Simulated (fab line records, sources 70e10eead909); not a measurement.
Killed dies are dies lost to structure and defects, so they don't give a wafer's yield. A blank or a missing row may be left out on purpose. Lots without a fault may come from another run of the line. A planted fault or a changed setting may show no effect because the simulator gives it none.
fab line records | flow nand_harc
record lots=20 wafers=60 last_day=25
route steps=1159 shown A_STAIRCASE@582
lots that met no fault: from a run of the same line without faults
start_h: hours from the record's first day to the start of the lot's first wafer shown | wait_h: hours since the lot's step before | " the same as in the row above | L1.1+2: a row that stands for several wafers | - no value, or no start given | * or withheld: withheld | < > ~ a bound
route shown NAME@n: a module of which the file shows steps, and the number in the route of the first | usual: mean/standard deviation of fault-free wafers | same: alike in all rows | chamber/n: place in a boat | sites: the reading at each site | _std_site: their standard deviation | _edge_site: outer sites' mean less inner sites' | radius_mm: how far each site lies from the wafer's centre | mask NAME#n: copy n | behind: the tool/chamber that last shaped the wafer | hold: why the lot was held/for how many hours/how that ended | device: the transistor (n, p or np) that didn't switch | end of line: the same wafers' tests at the end of the route | a step without rows: its recipe alone | killed: dies lost to structure and defects at the first sort, not the wafer's yield | map: a wafer's dies, x killed, . not, _ none there
set.NAME: the setting as run; set.NAME@STEP: as run at that earlier step | model.NAME: the simulator's own value behind a step, which no gauge read
steps of the route over a sample of lots; a table a step, a row a wafer
services: from which hour (start_h, from the record's first day; less than 0 if before it) a tool's chamber was out of use, for how many hours, and why
## steps
# step NHARC_A_STAIRCASE_ETCH_188
# recipe target_depth_a=1000 time_s=40.5 ion_energy_ev=400 c4f8_flow_sccm=20 o2_flow_sccm=10 ar_flow_sccm=withheld rf_w=600 bias_w=1000 chemistry=C4F8/O2
# usual bias_w=1000/3.1 oes_product_au=0.942/0.018 rf_vpp_V=897/5.5
# columns lot.wafer tool chamber start_h wait_h bias_w oes_product_au rf_hours_counter_h rf_vpp_V
L074.4 rie_diel-08 2 - - 998 0.960 41 899
L074.3 " 0 " " 1000 0.956 41 897
L074.6 " 2 " " 999 0.954 - 898
L077.4 rie_diel-08 2 - - 998 0.924 43 898
L077.3 " 3 " " 1004 0.947 40 891
L077.2 " 0 " " 996 0.947 42 896
L076.1 rie_diel-08 3 - - 1005 0.954 44 890
L076.2 " 0 " " 1004 0.937 46 896
L076.5 " 3 " " 1007 0.940 - 889
L078.2 rie_diel-08 3 - - 1000 0.952 44 890
L078.4 " 1 " " 996 0.938 49 891
L078.5 " 3 " " 1003 0.947 - 889
L079.1 rie_diel-01 2 - - 1001 0.907 40 905
L079.5 " 0 " " 1002 0.924 - 887
L079.6 " 1 " " 999 0.931 - 904
L080.2 rie_diel-03 0 - - 1002 0.963 19 897
L080.1 " 2 " " 999 0.957 18 899
L080.3 " 3 " " 1002 0.948 19 894
L082.1 rie_diel-08 2 - - 999 0.935 58 898
L082.3 " 3 " " 1003 0.950 55 889
L082.6 " 0 " " 1000 0.949 - 895
L081.1 rie_diel-03 3 - - 1000 0.926 22 894
L081.3 " 2 " " 999 0.977 21 899
L081.6 " 0 " " 1001 0.956 - 900
L084.1 rie_diel-08 0 - - 1003 0.960 61 898
L084.4 " 1 " " 999 0.972 63 892
L084.5 " 0 " " 999 0.965 - 895
L083.4 rie_diel-01 2 - - 995 0.934 50 903
L083.2 " 3 " " 1008 0.950 46 900
L083.6 " 3 " " 1002 0.961 - 900
L086.3 rie_diel-01 1 - - 1003 0.912 61 903
L086.1 " 0 " " 1000 0.913 59 887
L086.5 " 2 " " 1003 0.906 - 902
L087.3 rie_diel-01 2 - - 997 0.917 62 904
L087.6 " 3 " " 1001 0.912 - 902
L087.5 " 0 " " 1003 0.929 - 886
L088.1 rie_diel-03 1 - - 999 0.935 37 892
L088.3 " 2 " " 1003 0.970 36 898
L088.5 " 1 " " 1001 0.943 - 891
L090.1 rie_diel-01 0 - - 995 0.929 1 905
L090.2 " 1 " " 999 0.936 0 904
L090.6 " 0 " " 999 0.929 - 907
L091.2 rie_diel-08 0 - - 993 0.971 12 896
L091.4 " 1 " " 1001 0.938 13 892
L091.3 " 3 " " 1002 0.997 12 889
L092.4 rie_diel-01 2 - - 1001 0.940 5 902
L092.6 " 2 " " 998 0.949 - 902
L092.5 " 3 " " 1002 0.951 - 901
L094.2 rie_diel-03 0 - - 1004 0.934 46 899
L094.1 " 1 " " 1000 0.930 45 892
L094.3 " 3 " " 1005 0.932 45 895
L093.3 rie_diel-01 0 - - 996 0.915 8 906
L093.4 " 2 " " 999 0.914 7 903
L093.5 " 0 " " 996 0.917 - 905
L095.4 rie_diel-01 3 - - 997 0.958 10 900
L095.2 " 1 " " 1002 0.944 10 906
L095.6 " 3 " " 996 0.963 - 901
L097.3 rie_diel-08 3 - - 997 0.953 27 890
L097.2 " 1 " " 1004 0.924 27 891
L097.6 " 2 " " 1000 0.939 - 897
# step NHARC_A_STAIRCASE_TRIM_191
# recipe time_s=211.2 o2_flow_sccm=500 ar_flow_sccm=0 bias_w=0 chemistry=O2
# usual drypump_motor_current_A=5.9/0.45 o2_flow_sccm=499.9/1.6 oes_product_au=1.006/0.015 rf_vpp_V=57.9/0.84 showerhead_plenum_p_Torr=3.55/0.15 throttle_valve_pct=17.036/0.0096
# same bias_w=0
# columns lot.wafer tool chamber start_h wait_h drypump_motor_current_A o2_flow_sccm oes_product_au rf_hours_counter_h rf_vpp_V showerhead_plenum_p_Torr throttle_valve_pct
L074.3 rie_diel-08 3 - - 6.5 498.4 1.019 39 57.7 3.38 17.051
L074.4 " 0 " " 6.2 499.7 1.011 41 59.1 3.54 17.037
L074.6 " 1 " " 6.0 499.8 1.008 - 57.1 3.43 17.035
L077.3 rie_diel-08 0 - - 6.2 501.2 1.021 42 57.8 3.54 17.032
L077.2 " 2 " " 6.3 497.9 1.006 43 58.7 3.59 17.041
L077.4 " 3 " " 6.5 503.0 1.031 40 56.9 3.38 17.047
L076.1 rie_diel-08 1 - - 6.1 504.1 0.999 49 57.6 3.43 17.025
L076.2 " 2 " " 6.3 501.1 0.998 47 58.7 3.59 17.049
L076.5 " 2 " " 6.2 503.4 1.010 - 58.3 3.59 17.033
L078.4 rie_diel-08 2 - - 6.2 500.1 1.004 47 57.6 3.59 17.044
L078.2 " 0 " " 6.2 498.4 1.024 46 59.4 3.54 17.033
L078.5 " 2 " " 6.2 498.5 1.000 - 57.2 3.59 17.045
L079.1 rie_diel-01 2 - - 6.3 498.5 0.981 40 58.5 3.73 17.028
L079.6 " 0 " " 5.9 502.5 1.003 - 58.7 3.27 17.024
L079.5 " 1 " " 5.2 499.5 1.002 - 58.2 3.79 17.050
L080.2 rie_diel-03 3 - - 5.6 500.8 0.980 19 58.5 3.49 17.046
L080.3 " 0 " " 5.7 501.2 1.008 19 58.6 3.60 17.041
L080.1 " 2 " " 5.5 502.5 1.011 18 57.9 3.62 17.036
L082.1 rie_diel-08 1 - - 6.1 499.0 1.015 60 59.7 3.43 17.046
L082.3 " 2 " " 6.3 501.4 1.000 58 57.0 3.59 17.028
L082.6 " 1 " " 6.1 500.1 1.006 - 58.1 3.43 17.034
L081.1 rie_diel-03 3 - - 5.6 502.3 0.985 22 58.3 3.49 17.028
L081.3 " 1 " " 5.7 500.8 0.999 21 58.5 3.43 17.044
L081.6 " 0 " " 5.8 498.4 1.002 - 58.2 3.60 17.049
L084.4 rie_diel-08 3 - - 6.5 501.9 1.036 59 56.7 3.37 17.041
L084.1 " 2 " " 6.3 502.7 1.005 61 56.9 3.58 17.031
L084.5 " 3 " " 6.5 500.1 1.036 - 57.5 3.37 17.029
L083.4 rie_diel-01 3 - - 5.1 497.5 0.992 46 57.2 3.68 17.026
L083.2 " 1 " " 5.2 498.4 0.983 50 58.2 3.78 17.030
L083.6 " 2 " " 6.3 498.5 0.986 - 57.3 3.72 17.054
L086.1 rie_diel-01 0 - - 5.9 499.7 1.014 59 56.2 3.26 17.042
L086.3 " 2 " " 6.3 501.8 0.992 61 58.9 3.72 17.029
L086.5 " 3 " " 5.1 500.0 0.999 - 60.0 3.67 17.023
L087.3 rie_diel-08 3 - - 6.5 501.0 1.028 6 57.5 3.37 17.042
L087.5 " 2 " " 6.3 500.3 1.022 - 58.4 3.58 17.033
L087.6 " 3 " " 6.5 501.1 1.039 - 58.3 3.37 17.047
L088.3 rie_diel-03 2 - - 5.5 499.4 1.014 36 56.8 3.61 17.048
L088.1 " 3 " " 5.6 500.5 0.984 38 57.3 3.48 17.054
L088.5 " 1 " " 5.7 499.7 1.006 - 55.9 3.42 17.030
L090.2 rie_diel-01 3 - - 5.0 499.6 0.982 1 59.1 3.67 17.035
L090.1 " 0 " " 5.8 500.2 1.002 1 58.4 3.81 17.034
L090.6 " 3 " " 5.1 502.7 0.989 - 57.6 3.67 17.055
L091.4 rie_diel-08 2 - - 6.3 498.6 1.028 13 56.9 3.58 17.042
L091.2 " 3 " " 6.5 498.0 1.019 12 58.2 3.36 17.047
L091.3 " 1 " " 6.0 498.0 0.984 13 56.3 3.42 17.018
L092.4 rie_diel-01 1 - - 5.2 501.2 0.992 5 57.9 3.77 17.039
L092.6 " 0 " " 5.9 498.6 0.991 - 58.5 3.81 17.022
L092.5 " 1 " " 5.2 498.7 0.985 - 57.8 3.77 17.039
L094.3 rie_diel-03 3 - - 5.6 500.7 0.996 45 56.9 3.48 17.039
L094.1 " 0 " " 5.7 499.8 1.001 46 56.3 3.59 17.039
L094.2 " 1 " " 5.7 500.1 0.979 45 56.0 3.42 17.019
L093.3 rie_diel-01 1 - - 5.2 500.7 0.994 7 59.7 3.77 17.037
L093.4 " 3 " " 5.0 499.9 0.991 8 57.2 3.67 17.031
L093.5 " 1 " " 5.2 501.2 0.999 - 57.8 3.77 17.055
L095.4 rie_diel-01 0 - - 5.8 499.1 0.985 10 58.8 3.80 17.050
L095.2 " 2 " " 6.4 499.9 0.983 10 58.4 3.71 17.030
L095.6 " 0 " " 5.8 499.3 1.002 - 57.6 3.80 17.028
L097.3 rie_diel-08 0 - - 6.2 498.2 1.016 25 56.3 3.51 17.036
L097.2 " 3 " " 6.5 500.0 1.026 27 57.4 3.35 17.042
L097.6 " 0 " " 6.2 497.3 1.008 - 58.7 3.51 17.046
# step NHARC_A_STAIRCASE_DESCUM_252
# recipe time_s=3 o2_flow_sccm=200 ar_flow_sccm=0 bias_power_w=0 chemistry=O2
# usual drypump_motor_current_A=6.0/0.42 o2_flow_sccm=200.0/0.53 oes_product_au=1.006/0.015 rf_vpp_V=57.8/0.9 showerhead_plenum_p_Torr=1.92/0.079 throttle_valve_pct=11.312/0.0087
# same bias_power_w=0
# columns lot.wafer tool chamber start_h wait_h drypump_motor_current_A o2_flow_sccm oes_product_au rf_hours_counter_h rf_vpp_V showerhead_plenum_p_Torr throttle_valve_pct
L074.4 rie_diel-03 0 252.76 - 5.7 200.2 1.007 9 57.6 1.96 11.316
L074.3 " 2 " " 5.5 200.5 1.028 8 57.5 1.97 11.316
L074.6 " 0 " " 5.7 200.1 1.012 - 58.2 1.96 11.312
L077.3 rie_diel-08 0 255.13 - 6.2 200.5 1.030 45 57.8 1.92 11.312
L077.2 " 1 " " 6.0 199.8 1.012 48 56.5 1.86 11.314
L077.4 " 2 " " 6.3 200.5 0.997 46 56.8 1.95 11.324
L076.2 rie_diel-08 1 263.46 - 6.0 200.6 1.001 52 57.8 1.86 11.294
L076.1 " 2 " " 6.2 200.0 0.994 51 58.3 1.95 11.294
L076.5 " 3 " " 6.5 199.8 1.023 - 57.2 1.82 11.326
L078.2 rie_diel-08 2 265.73 - 6.3 200.0 1.001 52 57.1 1.95 11.309
L078.4 " 0 " " 6.2 200.6 1.024 - 57.7 1.92 11.298
L078.5 " 2 " " 6.3 200.3 0.992 - 54.9 1.95 11.308
L079.1 rie_diel-08 2 267.35 - 6.3 199.8 1.005 52 56.8 1.95 11.302
L079.5 " 2 " " 6.3 199.7 1.007 - 59.4 1.95 11.318
L079.6 " 1 " " 6.1 200.2 1.011 - 57.9 1.86 11.309
L080.2 rie_diel-01 1 290.37 - 5.2 199.9 0.992 48 59.2 2.06 11.306
L080.1 " 2 " " 6.3 200.9 0.978 48 58.2 2.03 11.302
L080.3 " 3 " " 5.1 200.4 1.008 43 59.2 2.00 11.320
L082.1 rie_diel-03 0 298.35 - 5.7 199.8 1.005 25 57.5 1.95 11.311
L082.3 " 1 " " 5.6 200.7 0.997 26 57.3 1.86 11.312
L082.6 " 1 " " 5.6 199.8 1.009 - 57.4 1.86 11.293
L081.1 rie_diel-01 1 298.83 - 5.2 200.5 0.982 51 58.0 2.06 11.315
L081.3 " 2 " " 6.3 200.2 0.988 52 59.5 2.03 11.308
L081.6 " 1 " " 5.2 199.3 0.986 - 58.6 2.06 11.310
L084.4 rie_diel-03 2 303.81 - 5.5 199.9 1.003 28 57.0 1.96 11.308
L084.1 " 3 " " 5.6 199.6 0.987 27 57.8 1.89 11.310
L084.5 " 3 " " 5.6 200.1 0.987 - 58.9 1.89 11.290
L083.2 rie_diel-01 1 304.49 - 5.2 199.9 0.990 52 57.7 2.06 11.326
L083.4 " 2 " " 6.4 199.4 0.993 53 59.5 2.03 11.304
L083.6 " 2 " " 6.4 200.2 0.986 - 60.0 2.03 11.307
L086.1 rie_diel-08 2 328.20 - 6.2 200.2 1.021 8 57.5 1.94 11.303
L086.3 " 1 " " 6.0 200.2 0.989 9 58.5 1.85 11.311
L086.5 " 2 " " 6.3 199.9 1.004 - 57.2 1.94 11.314
L087.3 rie_diel-08 2 330.67 - 6.2 199.5 1.021 9 58.4 1.94 11.316
L087.5 " 1 " " 6.0 200.6 0.998 - 56.6 1.85 11.320
L087.6 " 2 " " 6.3 199.8 1.003 - 57.9 1.94 11.310
L088.3 rie_diel-08 3 333.88 - 6.5 201.5 1.029 9 59.4 1.82 11.318
L088.1 " 0 " " 6.2 199.0 1.010 10 59.7 1.91 11.320
L088.5 " 3 " " 6.5 199.7 1.028 - 56.1 1.82 11.314
L090.2 rie_diel-08 2 343.16 - 6.3 199.3 1.025 13 56.9 1.94 11.306
L090.1 " 0 " " 6.2 201.3 1.017 13 57.6 1.91 11.313
L090.6 " 1 " " 6.1 199.6 1.003 - 58.0 1.85 11.306
L091.3 rie_diel-03 1 348.12 - 5.7 199.5 0.994 43 57.7 1.85 11.321
L091.2 " 3 " " 5.6 199.5 1.002 44 57.6 1.89 11.324
L091.4 " 0 " " 5.7 200.0 1.008 44 59.7 1.95 11.318
L092.4 rie_diel-01 3 357.72 - 5.0 199.5 0.994 8 59.4 1.99 11.323
L092.5 " 1 " " 5.2 199.7 0.999 - 59.3 2.05 11.297
L092.6 " 2 " " 6.3 199.4 0.981 - 58.7 2.02 11.316
L094.3 rie_diel-08 3 362.91 - 6.5 199.8 1.032 21 56.7 1.81 11.314
L094.1 " 0 " " 6.2 199.5 1.015 21 58.0 1.91 11.314
L094.2 " 1 " " 6.0 199.9 0.994 22 57.5 1.84 11.333
L093.4 rie_diel-08 0 366.84 - 6.2 200.0 1.016 21 58.8 1.91 11.309
L093.3 " 2 " " 6.2 200.2 0.996 23 58.7 1.94 11.308
L093.5 " 0 " " 6.2 200.0 1.017 - 57.2 1.91 11.313
L095.4 rie_diel-08 3 370.49 - 6.5 199.6 1.026 23 57.6 1.81 11.321
L095.2 " 0 " " 6.2 199.4 1.015 22 57.5 1.91 11.295
L095.6 " 1 " " 6.0 200.0 1.010 - 57.9 1.84 11.309
L097.3 rie_diel-01 1 393.21 - 5.2 199.9 1.000 19 58.9 2.05 11.324
L097.2 " 2 " " 6.3 199.9 0.988 19 58.5 2.02 11.309
L097.6 " 0 " " 5.8 201.0 0.998 - 57.5 2.07 11.314
# step NHARC_A_STAIRCASE_HM_DEP_456
# recipe target_thk_a=15000 temp_c=400 material=aC
# usual susceptor_temp_C=400.01/0.21 throttle_valve_pct=34.999/0.0087
# columns lot.wafer tool chamber start_h wait_h susceptor_temp_C throttle_valve_pct
L074.3 acl_dep-03 0 255.34 - - 34.984
L074.4 " 0 " " - 34.998
L074.6 " 0 " " - 34.997
L077.2 acl_dep-02 0 259.88 - 400.03 34.999
L077.3 " 0 " " 400.06 34.999
L077.4 " 0 " " 399.87 34.995
L076.1 acl_dep-02 0 264.87 - 400.12 34.999
L076.2 " 0 " " 400.00 34.992
L076.5 " 0 " " 399.94 35.003
L078.2 acl_dep-01 0 267.32 - 400.12 35.014
L078.4 " 0 " " 400.11 35.004
L078.5 " 0 " " 400.22 34.981
L079.1 acl_dep-01 0 268.88 - 400.10 35.000
L079.5 " 0 270.11 - 400.16 35.005
L079.6 " 0 " " 400.24 35.012
L080.1 acl_dep-03 0 291.36 - 400.19 34.988
L080.2 " 0 " " 400.23 35.003
L080.3 " 0 " " 400.20 34.995
L081.1 acl_dep-03 0 301.15 - 399.92 34.998
L081.3 " 0 " " 399.72 34.999
L081.6 " 0 " " 400.31 35.000
L082.1 acl_dep-02 0 302.97 - 399.41 35.005
L082.3 " 0 " " 399.61 35.011
L082.6 " 0 " " 399.86 35.007
L084.1 acl_dep-03 0 306.19 - 399.81 34.995
L084.4 " 0 " " 399.89 34.994
L084.5 " 0 " " 399.98 35.012
L083.2 acl_dep-02 0 307.10 - - 34.995
L083.4 " 0 " " - 35.009
L083.6 " 0 " " - 35.003
L086.1 acl_dep-03 0 330.29 - 399.79 35.011
L086.3 " 0 " " 399.91 35.006
L086.5 " 0 " " 400.02 35.020
L087.3 acl_dep-03 0 332.76 - - 35.017
L087.5 " 0 " " - 34.991
L087.6 " 0 " " - 34.998
L088.1 acl_dep-02 0 334.86 - - 34.987
L088.3 " 0 " " - 35.010
L088.5 " 0 " " - 34.997
L090.1 acl_dep-02 0 344.83 - - 35.004
L090.2 " 0 " " - 35.012
L090.6 " 0 346.36 - - 34.987
L091.2 acl_dep-02 0 349.90 - 400.00 35.000
L091.3 " 0 " " 399.74 35.008
L091.4 " 0 " " 400.05 34.993
L092.4 acl_dep-03 0 362.28 - - 35.007
L092.5 " 0 " " - 34.998
L092.6 " 0 " " - 34.993
L094.1 acl_dep-02 0 368.64 - 399.99 35.004
L094.2 " 0 " " 399.84 35.013
L094.3 " 0 " " 399.94 34.986
L093.3 acl_dep-03 0 373.03 - - 35.009
L093.4 " 0 " " - 34.999
L093.5 " 0 " " - 34.998
L095.2 acl_dep-01 0 379.35 - - 35.016
L095.4 " 0 " " - 34.991
L095.6 " 0 " " - 35.006
L097.2 acl_dep-02 0 398.60 - - 34.993
L097.3 " 0 " " - 35.003
L097.6 " 0 " " - 34.984
# step NHARC_A_STAIRCASE_DESCUM_291
# recipe time_s=3 o2_flow_sccm=200 ar_flow_sccm=0 bias_power_w=0 chemistry=O2
# usual drypump_motor_current_A=5.9/0.42 o2_flow_sccm=199.9/0.57 oes_product_au=1.005/0.015 rf_vpp_V=57.8/0.9 showerhead_plenum_p_Torr=1.92/0.079 throttle_valve_pct=11.312/0.0093
# same bias_power_w=0
# columns lot.wafer tool chamber start_h wait_h drypump_motor_current_A o2_flow_sccm oes_product_au rf_hours_counter_h rf_vpp_V showerhead_plenum_p_Torr throttle_valve_pct
L074.4 rie_diel-08 3 257.57 - 6.5 200.4 1.019 44 58.5 1.83 11.325
L074.3 " 1 " " 6.0 200.3 1.009 49 56.2 1.86 11.313
L074.6 " 3 " " 6.5 199.9 1.014 - 58.9 1.83 11.325
L077.4 rie_diel-03 0 262.43 - 5.7 199.5 1.007 14 57.1 1.96 11.320
L077.2 " 1 " " 5.7 199.7 1.015 12 57.3 1.86 11.318
L077.3 " 2 " " 5.5 200.1 1.021 12 58.2 1.97 11.318
L076.2 rie_diel-03 2 267.74 - 5.5 200.0 1.029 15 58.2 1.97 11.321
L076.1 " 0 " " 5.7 198.9 1.016 16 57.0 1.96 11.303
L076.5 " 1 " " 5.6 198.8 1.000 - 57.0 1.86 11.312
L078.2 rie_diel-01 0 269.89 - 5.9 200.3 0.995 42 58.7 1.76 11.313
L078.4 " 1 " " 5.2 200.5 0.982 43 58.4 2.06 11.321
L078.5 " 1 " " 5.2 199.8 0.979 - 57.8 2.06 11.298
L079.1 rie_diel-08 2 271.76 - 6.3 200.5 1.001 52 58.1 1.95 11.307
L079.6 " 3 " " 6.5 199.2 1.023 - 56.4 1.82 11.316
L079.5 " 0 " " 6.2 199.9 1.008 - 58.4 1.92 11.316
L080.1 rie_diel-08 3 294.24 - 6.5 199.9 1.025 57 56.7 1.82 11.310
L080.2 " 0 " " 6.2 200.6 1.024 60 57.5 1.91 11.302
L080.3 " 1 " " 6.0 200.4 1.012 62 57.2 1.85 11.311
L081.3 rie_diel-03 0 304.08 - 5.7 199.4 1.005 28 57.1 1.95 11.324
L081.1 " 2 " " 5.5 200.2 1.010 28 59.2 1.96 11.322
L081.6 " 3 " " 5.6 199.4 0.988 - 59.2 1.89 11.312
L082.1 rie_diel-01 0 306.38 - 5.9 199.9 1.001 54 57.3 1.76 11.314
L082.3 " 1 " " 5.2 199.4 0.993 54 60.0 2.06 11.315
L082.6 " 3 " " 5.1 199.4 0.991 - 57.5 2.00 11.295
L084.1 rie_diel-01 2 309.07 - 6.3 200.2 0.994 55 58.2 2.02 11.302
L084.4 " 0 " " 5.8 199.5 0.994 55 56.2 1.76 11.317
L084.5 " 2 " " 6.3 199.3 0.986 - 57.8 2.02 11.320
L083.2 rie_diel-01 0 309.64 - 5.8 199.3 0.996 55 56.1 1.76 11.321
L083.4 " 2 " " 6.3 199.3 0.984 55 58.1 2.02 11.324
L083.6 " 0 " " 5.9 199.7 1.006 - 58.1 1.76 11.318
L086.1 rie_diel-03 3 333.53 - 5.6 200.5 0.988 40 56.3 1.89 11.318
L086.3 " 0 " " 5.7 199.7 0.991 41 56.5 1.95 11.313
L086.5 " 0 " " 5.7 200.9 0.996 - 59.1 1.95 11.313
L087.3 rie_diel-03 3 334.98 - 5.6 199.8 0.996 41 57.3 1.89 11.315
L087.5 " 2 " " 5.5 199.9 1.018 - 58.2 1.96 11.299
L087.6 " 3 " " 5.6 200.2 0.997 - 58.0 1.89 11.320
L088.1 rie_diel-08 0 337.59 - 6.2 199.2 1.015 11 59.2 1.91 11.299
L088.3 " 2 " " 6.2 200.2 1.004 11 57.4 1.94 11.311
L088.5 " 0 " " 6.2 199.8 1.024 - 56.0 1.91 11.309
L090.2 rie_diel-08 0 347.87 - 6.2 201.0 1.014 14 56.1 1.91 11.322
L090.1 " 1 " " 6.1 199.4 0.998 15 57.3 1.85 11.315
L090.6 " 3 " " 6.5 200.5 1.027 - 58.8 1.82 11.309
L091.4 rie_diel-08 3 352.45 - 6.5 200.8 1.028 14 57.9 1.82 11.323
L091.2 " 0 " " 6.2 199.8 1.034 15 58.0 1.91 11.311
L091.3 " 2 " " 6.2 199.7 1.012 16 58.5 1.94 11.308
L092.4 rie_diel-08 1 364.94 - 6.1 200.2 0.992 22 57.6 1.84 11.302
L092.5 " 0 " " 6.2 199.3 1.013 - 57.8 1.91 11.317
L092.6 " 1 " " 6.0 200.6 0.992 - 57.5 1.84 11.305
L094.1 rie_diel-08 2 372.17 - 6.3 199.9 1.003 24 58.7 1.94 11.326
L094.2 " 3 " " 6.5 200.3 1.038 23 57.8 1.81 11.310
L094.3 " 0 " " 6.2 200.6 1.028 22 58.8 1.91 11.310
L093.4 rie_diel-01 0 375.12 - 5.8 200.2 0.984 13 58.6 2.07 11.311
L093.3 " 3 " " 5.0 200.3 0.994 12 58.7 1.99 11.324
L093.5 " 1 " " 5.2 200.4 1.008 - 57.4 2.05 11.306
L095.2 rie_diel-08 2 382.01 - 6.3 199.5 1.008 27 57.8 1.94 11.321
L095.4 " 0 " " 6.2 200.6 1.013 24 56.8 1.91 11.301
L095.6 " 1 " " 6.0 199.2 0.999 - 58.6 1.84 11.308
L097.3 rie_diel-01 1 401.16 - 5.2 199.5 0.998 22 59.1 2.05 11.301
L097.2 " 2 " " 6.3 200.1 0.974 22 55.9 2.01 11.316
L097.6 " 1 " " 5.2 200.5 0.989 - 60.1 2.05 11.314
# step NHARC_A_STAIRCASE_ETCH_292
# recipe cf4_flow_sccm=100 chf3_flow_sccm=30 ar_flow_sccm=0 rf_w=500 bias_w=200 chemistry=CF4/CHF3
# usual bias_w=200.0/0.66 drypump_motor_current_A=5.9/0.43 oes_product_au=0.953/0.025 rf_vpp_V=370.7/2 showerhead_plenum_p_Torr=1.57/0.059 throttle_valve_pct=16.803/0.0086
# columns lot.wafer tool chamber start_h wait_h bias_w drypump_motor_current_A oes_product_au rf_hours_counter_h rf_vpp_V showerhead_plenum_p_Torr throttle_valve_pct
L074.4 rie_diel-08 1 257.72 0.1 198.8 6.0 0.935 49 370.4 1.53 16.822
L074.3 " 3 " " 198.8 6.5 0.947 44 369.3 1.51 16.794
L074.6 " 0 " " 200.0 6.2 0.940 - 372.0 1.58 16.791
L077.3 rie_diel-03 1 262.51 0.1 199.4 5.6 0.982 12 369.6 1.53 16.808
L077.2 " 3 " " 200.5 5.6 0.958 14 370.9 1.56 16.800
L077.4 " 0 " " 199.7 5.7 0.960 14 370.5 1.61 16.813
L076.2 rie_diel-03 0 267.81 0.1 200.3 5.7 0.982 16 371.5 1.61 16.808
L076.1 " 1 " " 200.6 5.6 0.966 16 369.1 1.53 16.791
L076.5 " 0 " " 200.8 5.7 0.991 - 372.1 1.61 16.822
L078.2 rie_diel-01 3 269.97 0.1 200.2 5.0 0.970 38 373.0 1.64 16.798
L078.4 " 0 " " 200.1 5.8 0.957 42 367.6 1.46 16.808
L078.5 " 3 " " 200.1 5.0 0.975 - 374.0 1.64 16.799
L079.1 rie_diel-08 3 271.82 0.1 199.9 6.5 0.991 48 368.9 1.50 16.796
L079.5 " 3 " " 200.4 6.5 0.988 - 368.1 1.50 16.804
L079.6 " 0 " " 199.7 6.2 0.983 - 369.9 1.58 16.793
L080.2 rie_diel-08 0 294.38 0.1 200.1 6.2 0.958 60 370.2 1.57 16.809
L080.1 " 1 " " 201.2 6.0 0.965 62 371.9 1.53 16.787
L080.3 " 3 " " 201.0 6.5 0.977 57 367.8 1.50 16.799
L081.3 rie_diel-03 3 304.17 0.1 199.6 5.6 0.917 27 370.7 1.56 16.797
L081.1 " 1 " " 200.0 5.7 0.924 29 369.0 1.53 16.813
L081.6 " 3 " " 200.2 5.6 0.906 - 370.1 1.56 16.809
L082.1 rie_diel-01 1 306.47 0.1 199.8 5.2 0.911 54 373.7 1.69 16.796
L082.3 " 2 " " 200.9 6.3 0.917 54 372.2 1.66 16.814
L082.6 " 0 " " 200.4 5.8 0.919 - 366.6 1.46 16.799
L084.4 rie_diel-01 2 309.24 0.1 199.8 6.3 0.904 55 374.7 1.66 16.814
L084.1 " 1 " " 199.7 5.2 0.907 55 374.7 1.69 16.811
L084.5 " 3 " " 199.7 5.0 0.934 - 373.0 1.64 16.803
L083.4 rie_diel-01 0 309.72 0.1 200.2 5.9 0.937 55 367.3 1.45 16.793
L083.2 " 2 " " 199.0 6.3 0.944 55 373.2 1.66 16.794
L083.6 " 0 " " 199.8 5.8 0.940 - 365.9 1.45 16.803
L086.3 rie_diel-03 3 333.81 0.3 199.6 5.6 0.939 41 370.0 1.55 16.812
L086.1 " 1 " " 199.7 5.7 0.959 40 369.6 1.53 16.798
L086.5 " 0 " " 200.4 5.7 0.958 - 371.9 1.60 16.781
L087.3 rie_diel-03 3 335.07 0.1 198.8 5.6 0.965 41 369.5 1.55 16.807
L087.6 " 2 " " 199.8 5.5 0.973 - 369.8 1.61 16.798
L087.5 " 3 " " 199.9 5.6 0.963 - 369.5 1.55 16.810
L088.3 rie_diel-08 2 337.68 0.1 200.2 6.2 0.938 11 371.8 1.60 16.815
L088.1 " 3 " " 198.3 6.5 0.949 10 368.4 1.50 16.805
L088.5 " 0 " " 200.3 6.2 0.942 - 370.7 1.57 16.796
L090.1 rie_diel-08 3 347.95 0.1 201.2 6.5 0.990 13 367.3 1.50 16.806
L090.2 " 0 " " 199.9 6.2 0.974 14 371.9 1.57 16.811
L090.6 " 3 " " 201.0 6.5 0.985 - 368.0 1.50 16.799
L091.4 rie_diel-08 2 352.54 0.1 200.5 6.2 0.990 16 370.7 1.59 16.812
L091.2 " 3 " " 200.7 6.5 0.992 14 368.4 1.50 16.803
L091.3 " 0 " " 199.6 6.2 0.973 15 370.5 1.57 16.802
L092.4 rie_diel-08 2 365.01 0.1 199.8 6.3 0.930 22 371.0 1.59 16.808
L092.6 " 2 " " 200.1 6.2 0.941 - 371.9 1.59 16.825
L092.5 " 3 " " 200.2 6.5 0.961 - 367.7 1.50 16.807
L094.2 rie_diel-08 2 372.26 0.1 199.8 6.2 0.957 24 370.9 1.59 16.812
L094.3 " 3 " " 200.4 6.5 1.012 23 367.9 1.50 16.810
L094.1 " 0 " " 199.5 6.2 0.989 22 370.1 1.57 16.807
L093.4 rie_diel-01 1 375.23 0.1 200.8 5.2 0.961 12 373.4 1.68 16.801
L093.3 " 2 " " 199.7 6.3 0.959 12 374.2 1.65 16.801
L093.5 " 3 " " 200.1 5.0 0.968 - 372.1 1.63 16.795
L095.2 rie_diel-08 0 382.14 0.1 199.1 6.2 0.961 24 370.2 1.57 16.806
L095.4 " 2 " " 198.9 6.2 0.955 27 370.5 1.59 16.799
L095.6 " 1 " " 200.9 6.0 0.943 - 370.1 1.52 16.822
L097.3 rie_diel-01 2 401.28 0.1 199.6 6.3 0.924 22 374.3 1.65 16.801
L097.2 " 3 " " 199.5 5.0 0.946 23 371.5 1.63 16.799
L097.6 " 3 " " 198.2 5.0 0.959 - 373.3 1.63 16.807
## services
# columns tool chamber start_h hours kind
acl_dep-03 - 224.24 13.0 pm
rie_diel-08 0 232.27 - clean
rie_diel-08 1 232.27 - clean
rie_diel-08 2 232.27 - clean
rie_diel-08 3 232.27 - clean
rie_diel-08 0 256.77 - clean
rie_diel-08 1 256.77 - clean
rie_diel-08 2 256.77 - clean
rie_diel-08 3 256.77 - clean
rie_diel-01 0 264.34 4.4 repair
rie_diel-08 3 265.31 3.5 repair
rie_diel-08 0 281.27 - clean
rie_diel-08 1 281.27 - clean
rie_diel-08 2 281.27 - clean
rie_diel-08 3 281.27 - clean
acl_dep-01 - 292.61 13.0 pm
rie_diel-08 - 301.80 9.0 pm
rie_diel-08 0 301.80 9.0 vent_cycle
rie_diel-08 1 301.80 9.0 vent_cycle
rie_diel-08 2 301.80 9.0 vent_cycle
rie_diel-01 - 323.45 9.0 pm
acl_dep-02 - 351.43 13.0 pm
acl_dep-02 - 366.11 0.3 repair
rie_diel-03 - 392.35 9.0 pm
## key
fault none
